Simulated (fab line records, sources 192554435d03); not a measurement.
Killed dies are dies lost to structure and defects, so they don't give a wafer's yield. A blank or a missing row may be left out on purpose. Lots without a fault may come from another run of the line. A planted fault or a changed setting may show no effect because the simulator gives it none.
fab line records | flow n5_finfet
record lots=11 wafers=33 last_day=19
route steps=1938 shown HKMG_FIN@452 PASSIVATION@1908
lots that met no fault: from a run of the same line without faults
start_h: hours from the record's first day to the start of the lot's first wafer shown | wait_h: hours since the lot's step before | " the same as in the row above | L1.1+2: a row that stands for several wafers | - no value, or no start given | * or withheld: withheld | < > ~ a bound
route shown NAME@n: a module of which the file shows steps, and the number in the route of the first | usual: mean/standard deviation of fault-free wafers | same: alike in all rows | chamber/n: place in a boat | sites: the reading at each site | _std_site: their standard deviation | _edge_site: outer sites' mean less inner sites' | radius_mm: how far each site lies from the wafer's centre | mask NAME#n: copy n | behind: the tool/chamber that last shaped the wafer | hold: why the lot was held/for how many hours/how that ended | device: the transistor (n, p or np) that didn't switch | end of line: the same wafers' tests at the end of the route | a step without rows: its recipe alone | killed: dies lost to structure and defects at the first sort, not the wafer's yield | map: a wafer's dies, x killed, . not, _ none there
set.NAME: the setting as run; set.NAME@STEP: as run at that earlier step | model.NAME: the simulator's own value behind a step, which no gauge read
steps of the route over a sample of lots; a table a step, a row a wafer
services: from which hour (start_h, from the record's first day; less than 0 if before it) a tool's chamber was out of use, for how many hours, and why
## steps
# step N5_HKMG_FIN_STRIP_90
# recipe chemistry=N2/H2 material=SOC time_s=20 power_w=500 temp_c=40 pressure_mtorr=50 rf_frequency_hz=6e+07 bias_power_w=8 h2_frac=0.5 n2_flow_sccm=300 h2_flow_sccm=300
# usual chamber_pressure_mTorr=50.00/0.045 drypump_motor_current_A=5.7/0.48 oes_product_au=0.78/0.08 rf_vpp_V=54.2/0.89 showerhead_plenum_p_Torr=3.37/0.11 throttle_valve_pct=19.00/0.3
# columns lot.wafer tool chamber start_h wait_h chamber_pressure_mTorr drypump_motor_current_A oes_product_au rf_hours_counter_h rf_vpp_V showerhead_plenum_p_Torr throttle_valve_pct
L364.2 rie_diel-03 0 76.30 0.0 50.00 4.8 0.78 133 55.2 3.23 19.46
L364.5 " 3 " " 49.98 6.0 0.77 - 54.8 3.37 19.39
L364.6 " 0 " " 49.94 4.8 0.78 - 52.1 3.23 19.44
L365.2 rie_diel-04 2 84.06 0.0 49.96 5.4 0.93 6 53.8 3.29 18.84
L365.3 " 3 " " 49.98 5.9 0.72 166 53.7 3.47 18.67
L365.6 " 3 " " 49.95 5.9 0.72 - 55.0 3.47 18.69
L366.2 rie_diel-03 2 87.79 0.0 50.04 5.5 0.73 147 54.0 3.35 18.74
L366.4 " 1 " " 50.03 6.4 0.82 - 53.5 3.56 19.32
L366.5 " 2 " " 50.00 5.5 0.72 - 53.9 3.35 18.76
L369.4 rie_diel-03 0 108.35 0.0 50.02 4.7 0.77 139 53.4 3.22 19.47
L369.5 " 1 " " 49.98 6.4 0.80 - 54.0 3.56 19.35
L369.6 " 0 " " 49.97 4.7 0.77 - 52.7 3.22 19.46
L370.1 rie_diel-03 2 115.95 0.0 49.95 5.5 0.72 160 53.9 3.35 18.79
L370.3 " 1 " " 50.11 6.4 0.80 80 54.1 3.56 19.35
L370.4 " 0 " " 50.03 4.7 0.77 - 53.3 3.22 19.46
L372.2 rie_diel-03 2 126.95 0.0 50.01 5.5 0.71 166 54.4 3.34 18.80
L372.4 " 0 " " 50.09 4.8 0.76 - 54.9 3.22 19.48
L372.6 " 2 " " 49.96 5.5 0.72 - 53.5 3.34 18.79
L374.1 rie_diel-03 1 136.23 0.0 50.05 6.5 0.80 90 55.3 3.55 19.37
L374.3 " 3 " " 49.98 6.0 0.75 152 55.0 3.36 19.38
L374.5 " 1 " " 50.01 6.4 0.79 - 54.1 3.55 19.38
L380.1 rie_diel-04 2 174.33 0.0 50.09 5.4 0.87 35 54.4 3.27 18.87
L380.2 " 1 " " 49.99 5.3 0.67 245 54.4 3.15 18.95
L380.5 " 3 " " 49.93 5.9 0.70 - 54.0 3.46 18.73
L383.1 rie_diel-01 0 189.51 0.0 50.05 5.8 0.69 218 53.0 3.31 18.71
L383.2 " 1 " " 49.97 6.3 0.78 110 54.8 3.53 19.25
L383.5 " 1 " " 50.02 6.3 0.77 - 54.7 3.53 19.24
L384.1 rie_diel-04 3 199.53 0.0 50.02 5.9 0.70 205 54.3 3.45 18.75
L384.2 " 2 " " 49.99 5.4 0.86 42 54.4 3.27 18.92
L384.5 " 2 " " 50.02 5.4 0.86 - 54.4 3.27 18.90
L385.2 rie_diel-04 0 202.30 0.0 49.98 6.0 0.90 37 54.2 3.42 19.19
L385.4 " 3 " " 49.99 5.9 0.69 - 54.2 3.45 18.74
L385.5 " 2 " " 49.97 5.4 0.86 - 54.1 3.27 18.89
# step N5_PASSIVATION_DESCUM_32
# recipe chemistry=O2 time_s=7.9 source_power_w=50 bias_power_w=20 pressure_mtorr=20 rf_frequency_hz=2.712e+07 temp_c=40 o2_flow_sccm=225
# usual chamber_pressure_mTorr=19.996/0.019 drypump_motor_current_A=5.7/0.45 oes_product_au=0.80/0.082 rf_vpp_V=243.3/1.4 showerhead_plenum_p_Torr=2.10/0.067 throttle_valve_pct=20.40/0.25
# columns lot.wafer tool chamber start_h wait_h chamber_pressure_mTorr drypump_motor_current_A oes_product_au rf_hours_counter_h rf_vpp_V showerhead_plenum_p_Torr throttle_valve_pct
L364.2 rie_diel-04 0 286.15 0.0 20.037 6.0 0.86 62 242.4 2.11 20.52
L364.5 " 3 " " 19.998 5.9 0.68 - 245.3 2.14 20.37
L364.6 " 2 " " 19.993 5.4 0.83 - 241.5 2.02 20.39
L365.2 rie_diel-04 1 320.67 0.0 19.974 5.3 0.88 31 244.8 2.22 20.22
L365.3 " 3 " " 19.969 5.9 0.67 243 244.2 2.14 20.39
L365.6 " 0 " " 20.038 6.0 0.85 - 242.9 2.11 20.54
L366.2 rie_diel-03 3 346.12 0.0 20.021 6.0 0.71 214 243.5 2.08 20.80
L366.4 " 2 " " 19.959 5.5 0.68 233 242.9 2.08 20.71
L366.5 " 0 " " 20.004 4.8 0.72 - 242.7 2.00 20.75
L370.1 rie_diel-04 0 364.75 0.0 20.000 6.1 0.82 89 242.8 2.10 20.58
L370.3 " 1 " " 20.003 5.3 0.86 40 245.3 2.22 20.24
L370.4 " 0 " " 19.941 6.1 0.82 - 244.8 2.10 20.57
L369.4 rie_diel-04 1 382.65 0.0 19.991 5.3 0.84 49 244.8 2.21 20.24
L369.5 " 0 " " 20.039 6.0 0.80 - 243.0 2.10 20.59
L369.6 " 3 " " 19.995 5.9 0.94 - 242.8 2.13 19.94
L372.2 rie_diel-04 2 385.65 0.0 20.012 5.4 0.78 108 240.3 2.01 20.43
L372.4 " 1 " " 20.022 5.3 0.84 50 244.6 2.21 20.25
L372.6 " 0 " " 19.998 6.0 0.81 - 243.2 2.10 20.58
L374.1 rie_diel-01 0 406.00 0.0 19.973 5.8 0.90 34 244.2 2.05 20.01
L374.3 " 1 " " 19.983 6.3 0.72 175 244.2 2.19 20.62
L374.5 " 2 " " 19.983 5.1 0.89 - 243.0 2.04 20.46
L383.1 rie_diel-01 0 412.68 0.0 20.012 5.8 0.90 37 242.7 2.05 20.03
L383.2 " 3 " " 19.999 5.8 0.76 137 242.1 2.09 20.09
L383.5 " 2 " " 20.011 5.1 0.88 - 242.5 2.04 20.47
L380.1 rie_diel-04 1 437.00 0.4 20.002 5.3 0.82 71 245.8 2.21 20.28
L380.2 " 0 " " 20.001 6.1 0.80 113 241.8 2.09 20.59
L380.5 " 3 " " 20.006 5.9 0.88 - 246.0 2.13 19.99
L384.1 rie_diel-01 2 445.19 0.0 20.021 5.1 0.87 51 242.3 2.04 20.48
L384.2 " 1 " " 19.992 6.3 0.71 185 244.6 2.19 20.62
L384.5 " 2 " " 20.007 5.1 0.88 - 242.6 2.04 20.47
L385.2 rie_diel-01 2 451.14 0.0 20.013 5.1 0.87 53 242.1 2.04 20.48
L385.4 " 3 " " 20.049 5.8 0.75 146 242.0 2.09 20.10
L385.5 " 2 " " 19.997 5.1 0.87 - 242.8 2.04 20.46
# step N5_PASSIVATION_ETCH_54
# recipe chemistry=CHF3/O2 target=SiO2 target_depth_a=8800 CHF3_flow_sccm=50 O2_flow_sccm=5 Ar_flow_sccm=200 time_s=440 mask_material=PR pressure_mtorr=30 source_w=650 bias_w=170 ion_energy_ev=200
# usual bias_w=170.0/0.57 chamber_pressure_mTorr=30.000/0.029 drypump_motor_current_A=5.7/0.49 oes_f_703_au=0.78/0.088 oes_o_777_au=0.79/0.091 oes_product_au=0.79/0.096 rf_vpp_V=529/8.1 showerhead_plenum_p_Torr=2.40/0.074 throttle_valve_pct=18.81/0.26
# columns lot.wafer tool chamber start_h wait_h bias_w chamber_pressure_mTorr drypump_motor_current_A oes_f_703_au oes_o_777_au oes_product_au rf_hours_counter_h rf_vpp_V showerhead_plenum_p_Torr throttle_valve_pct
L364.2 rie_diel-01 1 288.26 0.1 169.3 29.953 6.3 0.76 0.78 0.76 139 526 2.50 18.68
L364.5 " 0 " " 168.9 30.036 5.8 0.67 0.68 0.69 - 527 2.37 18.78
L364.6 " 1 " " 168.9 30.056 6.3 0.77 0.78 0.76 - 524 2.50 18.69
L365.2 rie_diel-04 2 322.85 0.1 170.2 30.018 5.4 0.79 0.79 0.81 82 534 2.34 18.85
L365.3 " 0 " " 170.0 29.983 6.0 0.84 0.82 0.84 73 534 2.45 19.01
L365.6 " 1 " " 169.9 29.975 5.3 0.84 0.85 0.86 - 537 2.56 18.66
L366.2 rie_diel-03 0 348.16 0.1 170.4 30.017 4.8 0.72 0.73 0.72 207 515 2.29 19.00
L366.4 " 3 " " 170.8 29.990 6.0 0.70 0.69 0.70 215 524 2.39 19.13
L366.5 " 3 " " 170.4 29.934 6.0 0.70 0.70 0.70 - 521 2.39 19.13
L370.1 rie_diel-01 0 367.07 0.2 169.3 29.989 5.8 0.89 0.90 0.93 18 528 2.37 18.37
L370.3 " 0 " " 168.6 30.002 5.8 0.88 0.91 0.92 - 527 2.37 18.37
L370.4 " 3 " " 169.6 29.977 5.8 0.79 0.79 0.77 - 532 2.41 18.40
L369.4 rie_diel-03 2 384.91 0.1 169.8 30.007 5.5 0.66 0.67 0.67 246 544 2.38 19.06
L369.5 " 0 " " 170.0 30.063 4.7 0.71 0.72 0.71 - 515 2.28 19.02
L369.6 " 3 " " 169.9 29.952 5.9 0.70 0.70 0.69 - 522 2.38 19.16
L372.2 rie_diel-01 0 388.51 0.1 168.9 29.955 5.8 0.87 0.88 0.90 27 529 2.36 18.39
L372.4 " 3 " " 169.8 30.035 5.8 0.78 0.78 0.77 - 531 2.40 18.39
L372.6 " 0 " " 168.9 29.995 5.8 0.87 0.87 0.91 - 528 2.36 18.40
L374.1 rie_diel-03 1 408.24 0.1 169.6 30.040 6.4 0.73 0.72 0.73 160 528 2.50 18.98
L374.3 " 3 " " 170.6 29.973 6.0 0.69 0.69 0.69 238 524 2.38 19.18
L374.5 " 3 " " 170.2 29.977 5.9 0.69 0.69 0.69 - 523 2.38 19.17
L383.1 rie_diel-03 3 414.81 0.1 170.2 30.018 6.0 0.68 0.69 0.68 241 524 2.38 19.18
L383.2 " 1 " " 170.5 30.052 6.4 0.72 0.72 0.73 163 527 2.50 18.99
L383.5 " 3 " " 169.5 29.984 6.0 0.68 0.69 0.68 - 523 2.38 19.18
L380.1 rie_diel-03 0 439.11 0.1 169.1 30.024 4.8 0.69 0.70 0.69 246 514 2.27 19.05
L380.2 " 2 " " 170.7 30.021 5.5 0.93 0.95 0.97 11 545 2.37 18.62
L380.5 " 1 " " 170.2 29.991 6.4 0.71 0.71 0.72 - 527 2.49 19.00
L384.1 rie_diel-03 1 447.64 0.1 170.1 30.043 6.4 0.71 0.71 0.72 181 527 2.49 19.02
L384.2 " 2 " " 170.0 30.019 5.5 0.92 0.93 0.95 15 544 2.37 18.61
L384.5 " 1 " " 169.5 30.036 6.4 0.71 0.71 0.72 - 528 2.49 19.02
L385.2 rie_diel-04 2 453.13 0.1 170.2 29.960 5.4 0.74 0.75 0.76 135 533 2.32 18.93
L385.4 " 1 " " 170.0 30.058 5.3 0.78 0.78 0.80 76 536 2.54 18.71
L385.5 " 3 " " 168.9 29.982 5.9 0.86 0.86 0.87 - 523 2.46 18.41
# step N5_PASSIVATION_PROBE_49
# usual killed_at_M0_to_M3=34/9.1 killed_at_M4_up=14/5.8 killed_at_contacts=13/6 killed_at_front_end=38/10 killed_at_other=3.2/2.7 killed_dies=102/14 killed_open=68/11 killed_short=32/7.2
# same gross_dies=1180 killed_at_back_side=0
# columns lot.wafer tool chamber start_h wait_h killed_at_M0_to_M3 killed_at_M4_up killed_at_contacts killed_at_front_end killed_at_other killed_dies killed_open killed_short
L364.2 prober-01 - 291.10 0.1 35 14 7 44 1 101 63 36
L364.5 prober-01 - 291.25 0.2 28 21 13 60 5 127 92 34
L364.6 prober-01 - 291.30 0.3 32 10 16 32 7 97 61 31
L365.2 prober-01 - 325.68 0.1 38 25 18 31 2 114 89 25
L365.3 prober-01 - 325.73 0.1 34 22 6 32 0 94 65 29
L365.6 prober-01 - 325.88 0.3 26 12 19 34 3 94 72 21
L366.2 prober-02 - 350.99 0.1 28 18 14 25 1 86 64 22
L366.4 prober-02 - 351.09 0.2 20 26 15 28 7 96 66 22
L366.5 prober-02 - 351.14 0.2 17 13 19 29 0 78 52 24
L370.1 prober-02 - 370.02 0.0 31 11 6 35 1 84 61 21
L370.3 prober-02 - 370.12 0.1 43 10 21 31 0 105 63 42
L370.4 prober-02 - 370.17 0.2 34 10 4 34 0 82 61 20
L369.4 prober-01 - 388.45 0.2 39 13 17 42 8 119 79 38
L369.5 prober-01 - 388.50 0.2 30 5 14 34 6 89 57 31
L369.6 prober-01 - 388.55 0.3 29 21 13 26 6 95 59 33
L372.2 prober-01 - 391.50 0.1 17 19 9 140 0 185 50 17
L372.4 prober-01 - 391.60 0.2 19 12 20 133 1 185 49 17
L372.6 prober-01 - 391.70 0.3 23 11 13 140 0 187 48 29
L374.1 prober-01 - 411.02 0.0 33 5 5 120 2 165 59 34
L374.3 prober-01 - 411.12 0.1 49 14 6 135 1 205 62 30
L374.5 prober-01 - 411.22 0.2 52 6 8 111 0 177 69 35
L383.1 prober-01 - 417.59 0.0 30 14 7 22 3 76 52 24
L383.2 prober-01 - 417.64 0.1 26 17 6 24 2 75 49 24
L383.5 prober-01 - 417.79 0.2 33 14 18 20 3 88 62 26
L380.1 prober-01 - 442.21 0.3 50 4 5 39 1 99 61 38
L380.2 prober-01 - 442.26 0.4 26 5 12 21 4 68 46 22
L380.5 prober-01 - 442.41 0.5 35 13 16 45 0 109 71 37
L384.1 prober-02 - 450.42 0.0 30 12 15 37 7 101 58 43
L384.2 prober-02 - 450.47 0.1 47 13 15 27 5 107 76 29
L384.5 prober-02 - 450.62 0.2 44 9 10 34 2 99 63 36
L385.2 prober-01 - 455.96 0.1 22 10 13 42 2 89 60 25
L385.4 prober-01 - 456.06 0.2 36 6 4 45 2 93 56 31
L385.5 prober-01 - 456.11 0.2 42 15 27 35 3 122 84 37
# killed by level:class
L364.2 FIN_SAQP:geometric_particle:short=12 FIN_SAQP:geometric_particle:open=10 BEOL_M0_SAQP:geometric_particle:open=9 STI_FIN_REVEAL:geometric_particle:open=8 GATE_CUT:geometric_particle:short=7 MOL_CONTACT_COAG:geometric_particle:open=6 BEOL_M0_SAQP:geometric_particle:short=6 BEOL_M1:geometric_particle:open=6
L364.5 STI_FIN_REVEAL:geometric_particle:open=19 MOL_CONTACT_COAG:geometric_particle:open=12 BEOL_M4:geometric_particle:open=9 BEOL_M0_SAQP:geometric_particle:short=9 FIN_SAQP:geometric_particle:open=7 FIN_SAQP:geometric_particle:short=7 DUMMY_GATE:geometric_particle:open=7 BEOL_M0_SAQP:geometric_particle:open=7
L364.6 MOL_CONTACT_COAG:geometric_particle:open=16 BEOL_M3:geometric_particle:open=8 FIN_SAQP:geometric_particle:short=7 STI_FIN_REVEAL:geometric_particle:open=7 BEOL_M0_SAQP:geometric_particle:short=7 BEOL_M1:geometric_particle:open=7 FIN_SAQP:geometric_particle:open=5 BEOL_M0_SAQP:geometric_particle:open=4
L365.2 BEOL_M2:geometric_particle:open=17 BEOL_M4:geometric_particle:open=16 MOL_CONTACT_COAG:geometric_particle:open=15 STI_FIN_REVEAL:geometric_particle:open=10 BEOL_M0_SAQP:geometric_particle:short=8 BEOL_M0_SAQP:geometric_particle:open=8 DUMMY_GATE:geometric_particle:open=7 GATE_CUT:geometric_particle:open=3
L365.3 BEOL_M2:geometric_particle:open=9 DUMMY_GATE:geometric_particle:open=8 BEOL_M4:geometric_particle:open=8 BEOL_M0_SAQP:geometric_particle:short=7 MOL_CONTACT_COAG:geometric_particle:open=6 FIN_SAQP:geometric_particle:open=5 BEOL_M0_SAQP:geometric_particle:open=5 BEOL_M3:geometric_particle:open=5
L365.6 MOL_CONTACT_COAG:geometric_particle:open=17 BEOL_M4:geometric_particle:open=9 FIN_SAQP:geometric_particle:open=8 STI_FIN_REVEAL:geometric_particle:open=8 BEOL_M3:geometric_particle:open=6 BEOL_M2:geometric_particle:open=5 DUMMY_GATE:geometric_particle:open=4 BEOL_M0_SAQP:geometric_particle:short=4
L366.2 MOL_CONTACT_COAG:geometric_particle:open=12 STI_FIN_REVEAL:geometric_particle:open=10 BEOL_M4:geometric_particle:open=9 BEOL_M1:geometric_particle:open=6 BEOL_M2:geometric_particle:open=6 BEOL_M0_SAQP:geometric_particle:short=5 BEOL_M0_SAQP:geometric_particle:open=4 FIN_SAQP:geometric_particle:open=3
L366.4 MOL_CONTACT_COAG:geometric_particle:open=13 BEOL_M4:geometric_particle:open=7 BEOL_M4:geometric_particle:short=5 HKMG_FIN:area_etch=5 DUMMY_GATE:geometric_particle:open=4 FIN_SAQP:geometric_particle:open=4 STI_FIN_REVEAL:geometric_particle:open=4 BEOL_M2:geometric_particle:open=4
L366.5 MOL_CONTACT_COAG:geometric_particle:open=14 STI_FIN_REVEAL:geometric_particle:open=9 BEOL_M4:geometric_particle:open=6 MOL_CONTACT_COAG:geometric_particle:short=5 BEOL_M3:geometric_particle:open=5 BEOL_M0_SAQP:geometric_particle:short=4 BEOL_M0:geometric_particle:open=4 FIN_SAQP:geometric_particle:open=3
L370.1 BEOL_M3:geometric_particle:open=18 GATE_CUT:geometric_particle:short=7 BEOL_M4:geometric_particle:open=6 DUMMY_GATE:geometric_particle:open=5 MOL_CONTACT_COAG:geometric_particle:open=5 FIN_SAQP:geometric_particle:open=4 STI_FIN_REVEAL:geometric_particle:open=4 BEOL_M0_SAQP:geometric_particle:open=4
L370.3 MOL_CONTACT_COAG:geometric_particle:open=15 BEOL_M3:geometric_particle:open=15 FIN_SAQP:geometric_particle:open=9 BEOL_M0_SAQP:geometric_particle:short=8 BEOL_M2:geometric_particle:short=6 MOL_CONTACT_COAG:geometric_particle:short=6 FIN_SAQP:geometric_particle:short=5 BEOL_M0_SAQP:geometric_particle:open=5
L370.4 BEOL_M3:geometric_particle:open=11 BEOL_M0_SAQP:geometric_particle:open=10 FIN_SAQP:geometric_particle:open=9 BEOL_M0_SAQP:geometric_particle:short=6 BEOL_M4:geometric_particle:open=5 STARTING-WAFER:geometric_particle:short=5 MOL_CONTACT_COAG:geometric_particle:open=4 FIN_CUT:geometric_particle:open=3
L369.4 MOL_CONTACT_COAG:geometric_particle:open=16 STI_FIN_REVEAL:geometric_particle:open=14 BEOL_M0_SAQP:geometric_particle:open=12 BEOL_M0_SAQP:geometric_particle:short=9 BEOL_M3:geometric_particle:open=8 FIN_SAQP:geometric_particle:open=7 STI_FIN_REVEAL:geometric_particle:short=5 FIN_SAQP:geometric_particle:short=4
L369.5 MOL_CONTACT_COAG:geometric_particle:open=10 BEOL_M0_SAQP:geometric_particle:short=10 FIN_SAQP:geometric_particle:open=6 BEOL_M2:geometric_particle:open=6 BEOL_M0_SAQP:geometric_particle:open=5 STI_FIN_REVEAL:geometric_particle:open=4 DUMMY_GATE:geometric_particle:open=4 MOL_CONTACT_COAG:geometric_particle:short=4
L369.6 MOL_CONTACT_COAG:geometric_particle:open=12 BEOL_M4:geometric_particle:open=10 BEOL_M0_SAQP:geometric_particle:open=8 BEOL_M2:geometric_particle:open=7 FIN_SAQP:geometric_particle:short=5 FIN_SAQP:geometric_particle:open=4 STI_FIN_REVEAL:geometric_particle:open=4 BEOL_M0_SAQP:geometric_particle:short=4
L372.2 HKMG_FIN:unspecified=112 MOL_CONTACT_COAG:geometric_particle:open=8 FIN_SAQP:geometric_particle:open=6 STI_FIN_REVEAL:geometric_particle:open=4 DUMMY_GATE:geometric_particle:open=4 BEOL_M0_SAQP:geometric_particle:short=4 BEOL_M0:geometric_particle:open=4 BEOL_M4:geometric_particle:open=4
L372.4 HKMG_FIN:unspecified=114 MOL_CONTACT_COAG:geometric_particle:open=15 DUMMY_GATE:geometric_particle:open=6 FIN_SAQP:geometric_particle:open=5 MOL_CONTACT_COAG:geometric_particle:short=5 BEOL_M0_SAQP:geometric_particle:open=4 BEOL_M3:geometric_particle:open=4 BEOL_M1:geometric_particle:open=3
L372.6 HKMG_FIN:unspecified=109 MOL_CONTACT_COAG:geometric_particle:open=10 BEOL_M4:geometric_particle:open=7 FIN_SAQP:geometric_particle:short=6 BEOL_M0_SAQP:geometric_particle:open=6 GATE_CUT:geometric_particle:short=5 BEOL_M2:geometric_particle:open=5 FIN_SAQP:geometric_particle:open=4
L374.1 HKMG_FIN:unspecified=68 FIN_SAQP:geometric_particle:open=21 BEOL_M2:geometric_particle:open=11 FIN_SAQP:geometric_particle:short=7 BEOL_M0_SAQP:geometric_particle:short=7 DUMMY_GATE:geometric_particle:open=5 GATE_CUT:geometric_particle:open=5 MOL_CONTACT_COAG:geometric_particle:open=5
L374.3 HKMG_FIN:unspecified=112 BEOL_M0_SAQP:geometric_particle:short=12 BEOL_M0_SAQP:geometric_particle:open=12 BEOL_M3:geometric_particle:open=11 FIN_SAQP:geometric_particle:open=7 BEOL_M1:geometric_particle:open=6 BEOL_M4:geometric_particle:open=6 MOL_CONTACT_COAG:geometric_particle:open=5
L374.5 HKMG_FIN:unspecified=71 BEOL_M0_SAQP:geometric_particle:open=18 BEOL_M0_SAQP:geometric_particle:short=11 BEOL_M2:geometric_particle:open=11 FIN_SAQP:geometric_particle:short=7 STI_FIN_REVEAL:geometric_particle:open=7 MOL_CONTACT_COAG:geometric_particle:open=7 STARTING-WAFER:geometric_particle:short=6
L383.1 BEOL_M3:geometric_particle:open=9 BEOL_M0_SAQP:geometric_particle:open=7 BEOL_M4:geometric_particle:open=7 MOL_CONTACT_COAG:geometric_particle:open=6 BEOL_M0_SAQP:geometric_particle:short=5 STARTING-WAFER:geometric_particle:open=4 STI_FIN_REVEAL:geometric_particle:open=3 BEOL_M2:geometric_particle:open=3
L383.2 BEOL_M4:geometric_particle:open=9 BEOL_M0_SAQP:geometric_particle:open=7 FIN_SAQP:geometric_particle:short=5 MOL_CONTACT_COAG:geometric_particle:open=5 BEOL_M0_SAQP:geometric_particle:short=5 GATE_CUT:geometric_particle:short=4 BEOL_M3:geometric_particle:open=4 STI_FIN_REVEAL:geometric_particle:open=3
L383.5 MOL_CONTACT_COAG:geometric_particle:open=15 BEOL_M3:geometric_particle:open=11 BEOL_M0_SAQP:geometric_particle:open=8 BEOL_M4:geometric_particle:open=8 FIN_SAQP:geometric_particle:short=4 STI_FIN_REVEAL:geometric_particle:open=4 BEOL_M0_SAQP:geometric_particle:short=4 MOL_CONTACT_COAG:geometric_particle:short=3
L380.1 BEOL_M0_SAQP:geometric_particle:open=14 FIN_SAQP:geometric_particle:open=13 BEOL_M2:geometric_particle:open=10 BEOL_M0_SAQP:geometric_particle:short=10 FIN_SAQP:geometric_particle:short=9 BEOL_M1:geometric_particle:open=9 GATE_CUT:geometric_particle:short=6 GATE_CUT:geometric_particle:open=4
L380.2 MOL_CONTACT_COAG:geometric_particle:open=9 BEOL_M2:geometric_particle:open=7 FIN_SAQP:geometric_particle:short=6 BEOL_M1:geometric_particle:open=5 BEOL_M3:geometric_particle:open=4 MOL_CONTACT_COAG:geometric_particle:short=3 STI_FIN_REVEAL:geometric_particle:open=3 ILD0:geometric_particle:open=3
L380.5 FIN_SAQP:geometric_particle:short=15 MOL_CONTACT_COAG:geometric_particle:open=13 BEOL_M2:geometric_particle:open=7 FIN_SAQP:geometric_particle:open=6 GATE_CUT:geometric_particle:open=6 BEOL_M0:geometric_particle:open=6 BEOL_M1:geometric_particle:open=6 BEOL_M1:geometric_particle:short=6
L384.1 FIN_SAQP:geometric_particle:open=12 MOL_CONTACT_COAG:geometric_particle:open=11 FIN_SAQP:geometric_particle:short=10 BEOL_M0_SAQP:geometric_particle:open=8 BEOL_M0_SAQP:geometric_particle:short=6 BEOL_M4:geometric_particle:open=6 GATE_CUT:geometric_particle:short=5 BEOL_M0:geometric_particle:open=5
L384.2 BEOL_M1:geometric_particle:open=14 MOL_CONTACT_COAG:geometric_particle:open=13 BEOL_M0_SAQP:geometric_particle:short=9 BEOL_M2:geometric_particle:open=9 BEOL_M4:geometric_particle:open=7 BEOL_M0_SAQP:geometric_particle:open=6 FIN_SAQP:geometric_particle:open=5 STI_FIN_REVEAL:geometric_particle:open=4
L384.5 FIN_SAQP:geometric_particle:open=14 BEOL_M0_SAQP:geometric_particle:short=10 BEOL_M0_SAQP:geometric_particle:open=9 BEOL_M2:geometric_particle:open=7 FIN_SAQP:geometric_particle:short=6 DUMMY_GATE:geometric_particle:open=6 MOL_CONTACT_COAG:geometric_particle:open=5 MOL_CONTACT_COAG:geometric_particle:short=5
L385.2 MOL_CONTACT_COAG:geometric_particle:open=12 FIN_SAQP:geometric_particle:open=9 STI_FIN_REVEAL:geometric_particle:open=7 ILD0:geometric_particle:short=6 BEOL_M3:geometric_particle:open=6 FIN_SAQP:geometric_particle:short=3 ILD0:geometric_particle:open=3 GATE_CUT:geometric_particle:short=3
L385.4 FIN_SAQP:geometric_particle:open=9 BEOL_M3:geometric_particle:open=8 BEOL_M2:geometric_particle:open=8 FIN_SAQP:geometric_particle:short=7 STI_FIN_REVEAL:geometric_particle:open=6 BEOL_M0_SAQP:geometric_particle:open=6 BEOL_M0_SAQP:geometric_particle:short=5 MOL_CONTACT_COAG:geometric_particle:open=4
L385.5 MOL_CONTACT_COAG:geometric_particle:open=22 BEOL_M0_SAQP:geometric_particle:open=11 BEOL_M0_SAQP:geometric_particle:short=10 BEOL_M4:geometric_particle:open=9 STI_FIN_REVEAL:geometric_particle:open=8 BEOL_M3:geometric_particle:open=8 GATE_CUT:geometric_particle:short=7 FIN_SAQP:geometric_particle:open=5
## services
# columns tool chamber start_h hours kind
rie_diel-03 0 85.68 15.6 repair
rie_diel-01 0 88.17 11.6 repair
rie_diel-03 3 96.04 9.9 repair
rie_diel-04 - 116.94 4.0 pm
rie_diel-04 - 124.23 0.4 repair
rie_diel-01 - 135.86 0.6 repair
rie_diel-04 - 145.91 2.8 pm
rie_diel-04 - 198.87 0.6 repair
rie_diel-04 - 207.25 4.3 pm
rie_diel-03 - 220.08 10.0 pm
rie_diel-03 0 262.25 8.6 repair
rie_diel-03 1 269.17 19.3 repair
rie_diel-03 0 281.58 5.7 repair
rie_diel-04 0 290.12 2.4 repair
rie_diel-03 3 295.82 1.8 repair
rie_diel-03 1 306.78 12.7 repair
rie_diel-04 1 342.50 16.4 repair
rie_diel-01 2 362.94 8.1 repair
rie_diel-01 1 363.66 11.4 repair
rie_diel-04 0 387.03 10.7 repair
rie_diel-03 2 395.89 - clean
rie_diel-03 2 395.89 - consumable_replace:focus_ring
rie_diel-03 2 395.89 23.8 scheduled_down
rie_diel-01 - 425.24 14.6 pm
## key
first_sign step=N5_PASSIVATION_PROBE_49 reading=killed_at_front_end direction=up sigmas=9.2 usual=38 struck=130
effect step=N5_PASSIVATION_PROBE_49 reading=killed_dies direction=up sigmas=5.9 usual=102 struck=184
more_kills_born_at N5_HKMG_FIN_STRIP_90@rie_diel-03=586
met_at N5_HKMG_FIN_STRIP_90
struck_lots L372,L374
tester_left_out L372,L374
not_acting_at N5_PASSIVATION_DESCUM_32,N5_PASSIVATION_ETCH_54
onset_between 115.95 126.95
fault kind=chamber_particle_source tool=rie_diel-03 chamber=- onset_h=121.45 steps=N5_HKMG_FIN_STRIP_90 rate_per_visit_cm2=0.59679 end_h=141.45
# tester_left_out: of these lots the tester's yield and bins aren't shown, on N5 and GAA mostly nor the transistor test; their killed dies are dies lost to structure and defects alone, not to doping, threshold or leakage, so they don't give the yield
